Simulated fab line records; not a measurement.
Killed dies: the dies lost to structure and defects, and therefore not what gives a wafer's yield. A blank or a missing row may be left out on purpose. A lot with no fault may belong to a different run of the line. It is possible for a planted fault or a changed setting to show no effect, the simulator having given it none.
fab line records	flow n5_finfet	part 2 of 2: steps 21 to 27 of 27
record: lots: 5	wafers: 15	last_day: 18
route steps=1938 shown BEOL_M10@1486
lots untouched by any fault: they come from a run of this same line in which no faults occurred
start_h: start of the lot's first displayed wafer, in hours after the record's first day	wait_h: hours from the lot's prior step to this one	" repeats the value in the row above	L1.1+2: several wafers, shown together as one row	- no value, or no start given	* or withheld: withheld	< > ~ a bound
route shown NAME@n: names a module that has steps shown in the file, with the first one's number in the route	usual: mean/standard deviation of fault-free wafers	same: alike in all rows	chamber/n: place in a boat	sites: each site's reading	_std_site: how widely they spread, as a standard deviation	_edge_site: outer sites' mean less inner sites'	radius_mm: how far each site lies from the wafer's centre	mask NAME#n: copy n	behind: the tool/chamber that last shaped the wafer	hold: cause of the lot's hold/its duration in hours/its outcome	device: whichever transistor did not switch (one of n, p or np)	end of line: tests of these same wafers at the route's end	for a step that has no rows: nothing shown but its recipe	killed: not the wafer's yield, but the dies lost to structure and defects at the first sort	map: shows each die of a wafer: x if killed, . if not, _ if none is there
set.NAME: the run value of the setting; set.NAME@STEP: its run value at that earlier step	model.NAME: the simulator's own value behind a step, which no gauge read
lots seen at some steps along the route; tables by step, rows by wafer
services: from which hour (start_h, from the record's first day; less than 0 if before it) a tool's chamber was out of use, for how many hours, and why
== steps ==
step: N5_BEOL_M10_ETCH_65
recipe: chemistry: CF4	target: SiARC	target_depth_a: 390	mask_material: CAR-ArF	time_s: 65	ion_energy_ev: 80	pressure_mtorr: 40	source_w: 545	bias_w: 36	Ar_flow_sccm: 100	cf4_flow_sccm: 100	ends: cleared
usual: drypump_motor_current_A: 5.8/0.46	etch_rf_on_time_s: 65.0/0.81	oes_product_au: 0.68/0.055	rf_vpp_V: 184.0/1.1	showerhead_plenum_p_Torr: 2.13/0.071	throttle_valve_pct: 15.57/0.24
lot.wafer	tool	chamber	start_h	wait_h	drypump_motor_current_A	etch_rf_on_time_s	oes_product_au	rf_hours_counter_h	rf_vpp_V	showerhead_plenum_p_Torr	throttle_valve_pct
L074.1	rie_diel-06	3	227.29	0.0	5.4	66.0	0.71	58	183.0	2.10	15.20
L074.2	"	2	"	"	5.8	65.2	0.75	22	183.1	2.10	15.34
L074.5	"	3	"	"	5.4	66.2	0.71	-	183.9	2.10	15.21
L077.2	rie_diel-05	2	251.48	0.0	5.1	64.7	0.76	34	184.1	2.10	15.30
L077.4	"	3	"	"	6.6	65.8	0.62	174	184.6	2.14	15.77
L077.6	"	3	"	"	6.7	65.7	0.63	-	183.8	2.14	15.75
L084.2	rie_diel-05	3	278.92	0.0	6.6	65.8	0.62	183	184.1	2.14	15.78
L084.3	"	1	"	"	5.9	65.1	0.71	83	182.0	2.08	15.59
L084.5	"	2	"	"	5.1	65.0	0.74	-	182.2	2.09	15.32
L085.1	rie_diel-05	2	295.56	0.0	5.1	65.6	0.73	50	183.8	2.09	15.33
L085.4	"	1	"	"	5.9	65.2	0.71	89	183.3	2.07	15.62
L085.5	"	3	"	"	6.6	67.0	0.61	-	184.7	2.14	15.80
L097.1	rie_diel-05	0	375.07	0.0	6.1	64.1	0.68	93	183.2	2.08	15.78
L097.3	"	3	"	"	6.7	67.4	0.59	219	184.5	2.13	15.84
L097.6	"	2	"	"	5.1	65.9	0.70	-	184.4	2.08	15.39
step: N5_BEOL_M10_ETCH_66
recipe: chemistry: N2/H2	target: SOC	target_depth_a: 1200	overetch_a: 240	mask_material: SiARC	temp_c: 40	time_s: 180	ion_energy_ev: 200	pressure_mtorr: 30	source_w: 840	bias_w: 150	n2_flow_sccm: 200	h2_flow_sccm: 200
usual: drypump_motor_current_A: 5.8/0.47	oes_product_au: 0.65/0.049	rf_vpp_V: 523.4/2.6	showerhead_plenum_p_Torr: 2.53/0.087	temp_c: 40.02/0.12	throttle_valve_pct: 17.75/0.21
lot.wafer	tool	chamber	start_h	wait_h	drypump_motor_current_A	oes_product_au	rf_hours_counter_h	rf_vpp_V	showerhead_plenum_p_Torr	temp_c	throttle_valve_pct
L074.1	rie_diel-06	3	227.34	0.0	5.4	0.68	58	521.6	2.47	40.17	17.28
L074.2	"	2	"	"	5.7	0.72	22	522.7	2.50	39.97	17.67
L074.5	"	3	"	"	5.5	0.68	-	523.4	2.47	40.15	17.28
L077.2	rie_diel-05	2	251.53	0.0	5.1	0.71	34	522.8	2.48	39.98	17.51
L077.4	"	3	"	"	6.7	0.60	174	523.5	2.54	40.16	17.93
L077.6	"	3	"	"	6.6	0.60	-	523.7	2.54	40.20	17.91
L084.2	rie_diel-05	3	278.97	0.0	6.7	0.60	183	524.8	2.54	39.93	17.93
L084.3	"	1	"	"	5.9	0.68	83	521.1	2.47	40.11	17.82
L084.5	"	2	"	"	5.1	0.69	-	521.9	2.48	39.98	17.51
L085.1	rie_diel-05	2	295.61	0.0	5.1	0.69	50	522.9	2.47	39.85	17.53
L085.4	"	1	"	"	5.9	0.67	89	521.2	2.47	40.14	17.86
L085.5	"	3	"	"	6.6	0.59	-	525.1	2.53	40.08	17.96
L097.1	rie_diel-05	0	375.12	0.0	6.0	0.64	93	522.4	2.46	40.04	17.89
L097.3	"	3	"	"	6.7	0.58	219	524.4	2.52	40.04	17.99
L097.6	"	2	"	"	5.1	0.66	-	520.8	2.46	39.90	17.59
step: N5_BEOL_M10_STRIP_69
recipe: chemistry: N2/H2	temp_c: 40	n2_flow_sccm: 200	h2_flow_sccm: 200	rf_frequency_hz: 6e+07
lot.wafer	tool	chamber	start_h	wait_h
L074.1+2+5	rie_diel-06	3,2,3	227.46	0.1
L077.2+4+6	rie_diel-05	2,3,3	251.64	0.1
L084.2+3+5	rie_diel-05	3,1,2	279.09	0.1
L085.1+4+5	rie_diel-05	2,1,3	295.73	0.1
L097.1+3+6	rie_diel-05	0,3,2	375.24	0.1
step: N5_BEOL_M10_VIA_ETCH_34
recipe: chemistry: C4F6/O2	target: SiCOH_lowk	target_depth_a: 1845	mask_material: SOC	taper_deg: 4	time_s: 69.2	ion_energy_ev: 250	pressure_mtorr: 30	source_w: 345	bias_w: 185	Ar_flow_sccm: 300	C4F6_flow_sccm: 10	O2_flow_sccm: 10
usual: C4F6_flow_sccm: 10.006/0.03	drypump_motor_current_A: 5.8/0.46	oes_product_au: 0.80/0.065	rf_vpp_V: 665/6.2	showerhead_plenum_p_Torr: 2.83/0.094	throttle_valve_pct: 20.86/0.23
lot.wafer	tool	chamber	start_h	wait_h	C4F6_flow_sccm	drypump_motor_current_A	oes_product_au	rf_hours_counter_h	rf_vpp_V	showerhead_plenum_p_Torr	throttle_valve_pct
L074.1	rie_diel-06	3	227.47	0.0	9.995	5.5	0.83	58	660	2.79	20.53
L074.2	"	2	"	"	10.014	5.8	0.89	23	660	2.80	20.72
L074.5	"	3	"	"	10.042	5.4	0.84	-	661	2.79	20.51
L077.2	rie_diel-05	2	251.65	0.0	10.018	5.1	0.88	34	671	2.78	20.60
L077.4	"	3	"	"	9.995	6.7	0.74	175	670	2.85	21.04
L077.6	"	3	"	"	10.054	6.7	0.74	-	671	2.85	21.04
L084.2	rie_diel-05	3	279.10	0.0	10.029	6.7	0.73	183	669	2.85	21.06
L084.3	"	1	"	"	9.966	5.9	0.84	83	663	2.76	20.89
L084.5	"	2	"	"	10.049	5.1	0.87	-	669	2.78	20.62
L085.1	rie_diel-05	2	295.74	0.0	10.020	5.1	0.85	50	669	2.77	20.62
L085.4	"	1	"	"	10.010	5.9	0.83	89	663	2.76	20.91
L085.5	"	3	"	"	10.000	6.7	0.73	-	667	2.84	21.07
L097.1	rie_diel-05	0	375.25	0.0	10.027	6.1	0.80	93	651	2.76	21.06
L097.3	"	3	"	"	9.966	6.7	0.70	219	668	2.83	21.11
L097.6	"	2	"	"	9.989	5.1	0.82	-	669	2.76	20.67
step: N5_BEOL_M10_STRIP_73
recipe: chemistry: C4F6/O2	resist: SiARC	rf_frequency_hz: 6e+07
lot.wafer	tool	chamber	start_h	wait_h
L074.1+2+5	rie_diel-06	3,2,3	227.52	0.0
L077.2+4+6	rie_diel-05	2,3,3	251.70	0.0
L084.2+3+5	rie_diel-05	3,1,2	279.15	0.0
L085.1+4+5	rie_diel-05	2,1,3	295.79	0.0
L097.1+3+6	rie_diel-05	0,3,2	375.30	0.0
step: N5_BEOL_M10_STRIP_36
recipe: chemistry: N2/H2	power_w: 450	temp_c: 40	pressure_mtorr: 20	rf_frequency_hz: 6e+07	overash_fraction: 0.3	bias_power_w: 7	h2_frac: 0.5	n2_flow_sccm: 200	h2_flow_sccm: 200
usual: drypump_motor_current_A: 5.8/0.46	oes_product_au: 0.80/0.065	rf_vpp_V: 59.1/1.7	showerhead_plenum_p_Torr: 2.52/0.087	temp_c: 39.98/0.12	throttle_valve_pct: 23.54/0.22
lot.wafer	tool	chamber	start_h	wait_h	drypump_motor_current_A	oes_product_au	rf_hours_counter_h	rf_vpp_V	showerhead_plenum_p_Torr	temp_c	throttle_valve_pct
L074.1	rie_diel-06	3	227.53	0.0	5.5	0.83	58	56.3	2.47	40.01	22.99
L074.2	"	2	"	"	5.8	0.87	23	61.0	2.49	40.04	23.63
L074.5	"	3	"	"	5.4	0.83	-	60.8	2.47	39.90	22.97
L077.2	rie_diel-05	2	251.71	0.0	5.1	0.86	34	60.8	2.48	39.99	23.35
L077.4	"	3	"	"	6.7	0.72	175	61.2	2.54	40.20	23.67
L077.6	"	3	"	"	6.7	0.74	-	59.5	2.54	39.72	23.69
L084.2	rie_diel-05	3	279.16	0.0	6.6	0.74	183	55.0	2.53	39.96	23.71
L084.3	"	1	"	"	5.9	0.84	83	60.1	2.47	39.94	23.60
L084.5	"	2	"	"	5.1	0.86	-	58.8	2.47	40.15	23.31
L085.1	rie_diel-05	2	295.80	0.0	5.1	0.83	50	59.7	2.47	39.81	23.37
L085.4	"	1	"	"	5.9	0.83	89	61.5	2.46	40.11	23.60
L085.5	"	3	"	"	6.6	0.73	-	58.0	2.53	39.95	23.71
L097.1	rie_diel-05	0	375.31	0.0	6.1	0.80	93	56.9	2.46	40.10	23.60
L097.3	"	3	"	"	6.7	0.69	219	59.5	2.52	39.90	23.74
L097.6	"	2	"	"	5.1	0.81	-	58.7	2.46	39.93	23.42
step: N5_BEOL_M10_TRENCH_ETCH_37
recipe: chemistry: C4F6/O2	target_depth_a: 1488.3	target: SiCOH_lowk	time_s: 48	ion_energy_ev: 250	pressure_mtorr: 30	source_w: 345	bias_w: 185	Ar_flow_sccm: 300	C4F6_flow_sccm: 10	O2_flow_sccm: 10
usual: C4F6_flow_sccm: 10.01/0.032	drypump_motor_current_A: 5.8/0.46	oes_product_au: 0.80/0.064	rf_vpp_V: 665/6.3	showerhead_plenum_p_Torr: 2.83/0.095	throttle_valve_pct: 20.89/0.23
lot.wafer	tool	chamber	start_h	wait_h	C4F6_flow_sccm	drypump_motor_current_A	oes_product_au	rf_hours_counter_h	rf_vpp_V	showerhead_plenum_p_Torr	throttle_valve_pct
L074.1	rie_diel-06	3	-	-	10.06	5.4	0.83	58	662	2.79	20.52
L074.2	"	2	"	"	9.98	5.8	0.88	23	658	2.79	20.76
L074.5	"	3	"	"	10.07	5.5	0.83	-	660	2.79	20.52
L077.2	rie_diel-05	2	-	-	10.03	5.1	0.88	34	670	2.78	20.63
L077.4	"	3	"	"	9.99	6.7	0.73	175	670	2.85	21.07
L077.6	"	3	"	"	9.99	6.7	0.73	-	670	2.85	21.06
L084.2	rie_diel-05	3	-	-	10.00	6.7	0.73	183	670	2.85	21.09
L084.3	"	1	"	"	9.98	5.9	0.83	83	664	2.76	20.92
L084.5	"	2	"	"	10.03	5.1	0.87	-	672	2.78	20.63
L085.1	rie_diel-05	2	-	-	10.01	5.1	0.85	50	668	2.77	20.65
L085.4	"	1	"	"	10.04	5.9	0.83	89	665	2.76	20.93
L085.5	"	3	"	"	10.00	6.7	0.73	-	669	2.84	21.09
L097.1	rie_diel-05	0	-	-	10.08	6.1	0.80	93	650	2.76	21.08
L097.3	"	3	"	"	10.02	6.6	0.69	219	668	2.83	21.12
L097.6	"	2	"	"	9.96	5.1	0.81	-	669	2.76	20.68
== services ==
tool	chamber	start_h	hours	kind
arfi_scanner-01	-	202.41	1.3	pm
arfi_scanner-02	-	205.11	0.8	pm
arfi_scanner-03	-	218.92	1.3	pm
arfi_scanner-01	-	222.53	0.8	pm
rie_diel-04	3	224.03	4.5	repair
rie_diel-06	-	225.76	0.7	repair
arfi_scanner-01	-	230.13	0.6	repair
rie_diel-04	3	235.85	2.8	repair
arfi_scanner-02	-	251.95	0.4	repair
arfi_scanner-03	-	256.35	4.9	pm
arfi_scanner-02	-	259.94	3.1	pm
arfi_scanner-03	-	269.02	1.2	repair
rie_diel-05	-	270.27	0.2	repair
arfi_scanner-02	-	274.82	0.8	pm
arfi_scanner-01	-	293.67	3.1	pm
rie_diel-04	3	294.87	1.6	repair
rie_metal-01	-	296.34	2.8	pm
rie_diel-04	0	297.11	5.5	repair
arfi_scanner-01	-	297.94	0.4	repair
rie_metal-01	0	317.84	18.3	repair
rie_metal-01	-	319.84	1.1	repair
arfi_scanner-01	-	321.61	1.0	pm
arfi_scanner-01	-	327.65	1.0	pm
arfi_scanner-01	-	328.65	1.3	pm
